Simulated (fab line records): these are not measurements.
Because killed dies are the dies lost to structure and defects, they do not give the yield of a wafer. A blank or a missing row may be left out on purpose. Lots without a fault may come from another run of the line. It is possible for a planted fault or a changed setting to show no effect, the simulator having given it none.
Which tool is to blame? + flow nand harc + Sampling: 12 lots, 36 wafers, 3 of 1302 route steps

== WHAT EACH GAUGE READ, for each wafer ==
NHARC_A_CONTACT_OVL_MEAS_70.
| lot  | measured     | on         | overlay x nm (nm) |
|------|--------------|------------|-------------------|
| L075 | day 22 16:19 | overlay-02 | -0.7 -0.9 -0.7    |
| L076 | day 23 05:58 | overlay-02 | -0.9 -0.7 -0.3    |
| L079 | day 23 12:22 | overlay-01 | -0.1 -0.4 -0.5    |
| L081 | day 24 22:24 | overlay-02 | 0.6 1.0 0.4       |
| L084 | day 25 18:07 | overlay-01 | -0.6 -0.5 -0.4    |
| L085 | day 26 09:23 | overlay-02 | -0.2 0.0 -0.2     |
| L087 | day 26 19:14 | overlay-01 | -0.3 -0.6 -0.8    |
| L088 | day 27 18:09 | overlay-01 | 1.3 0.8 1.2       |
| L090 | day 29 00:22 | overlay-02 | -0.4 0.4 0.1      |
| L092 | day 29 20:16 | overlay-01 | 0.2 0.3 0.6       |
| L094 | day 30 11:56 | overlay-01 | -1.0 -1.0 -0.4    |
| L097 | day 31 19:31 | overlay-02 | -0.6 -0.5 -0.9    |

== EACH LOT AND THE TOOL THAT RAN IT (in order: tool; ch and the chambers of the sampled wafers; start) ==
| lot  | NHARC_A_CONTACT_ETCH_96                       | NHARC_A_CONTACT_STRIP_55                      |
|------|-----------------------------------------------|-----------------------------------------------|
| L075 | rie diel-11 ch 0,1,3, day 22 16:19 or earlier | rie diel-03 ch 0,1,2, day 22 16:19 or earlier |
| L076 | rie diel-11 ch 1,2,3, day 23 05:58 or earlier | rie diel-03 ch 0,1,3, day 23 05:58 or earlier |
| L079 | rie diel-03 ch 1,2,3, day 23 12:22 or earlier | rie diel-03 ch 0,3, day 23 12:22 or earlier   |
| L081 | rie diel-03 ch 1,2,3, day 24 22:24 or earlier | rie diel-03 ch 0,2,3, day 24 22:24 or earlier |
| L084 | rie diel-03 ch 0,1,2, day 25 18:07 or earlier | rie diel-03 ch 1,2, day 25 18:07 or earlier   |
| L085 | rie diel-03 ch 2,3, day 26 09:23 or earlier   | rie diel-03 ch 0,1,2, day 26 09:23 or earlier |
| L087 | rie diel-04 ch 0,2,3, day 26 19:14 or earlier | rie diel-03 ch 1,2,3, day 26 19:14 or earlier |
| L088 | rie diel-04 ch 1,2,3, day 27 18:09 or earlier | rie diel-11 ch 1,2,3, day 27 18:09 or earlier |
| L090 | rie diel-04 ch 1,2,3, day 29 00:22 or earlier | rie diel-11 ch 2,3, day 29 00:22 or earlier   |
| L092 | rie diel-03 ch 0,1, day 29 20:16 or earlier   | rie diel-11 ch 0,1,2, day 29 20:16 or earlier |
| L094 | rie diel-04 ch 0,1, day 30 11:56 or earlier   | rie diel-04 ch 0,2,3, day 30 11:56 or earlier |
| L097 | rie diel-03 ch 0,1,2, day 31 19:31 or earlier | rie diel-03 ch 1,2, day 31 19:31 or earlier   |
- NHARC_A_CONTACT_ETCH_96: etches the open film in C4F6/O2, target depth 20 nm, time 10 s.
- NHARC_A_CONTACT_STRIP_55: strips in O2.

== THE ANSWER, worked out from the rows above alone ==
Rule: the lots themselves supply what counts as usual. Put in order of their means at a reading, lots are off if they are a third of the lots or fewer, leave a main group of 4 or more, and stand apart from it by a gap of 3 or more times the standard deviation of the main group's means; of several such gaps the widest counts. If all means in a main group match to the digits the tables above print for the reading, that group is not used. A lot without any number at a reading at which 4 lots or more have one is off too. All remaining lots with rows at the step are treated as sound.
Across all readings shown, no lot is off: no conclusion can be drawn from this.

== WHAT WAS PUT IN BY THE SIMULATOR ==
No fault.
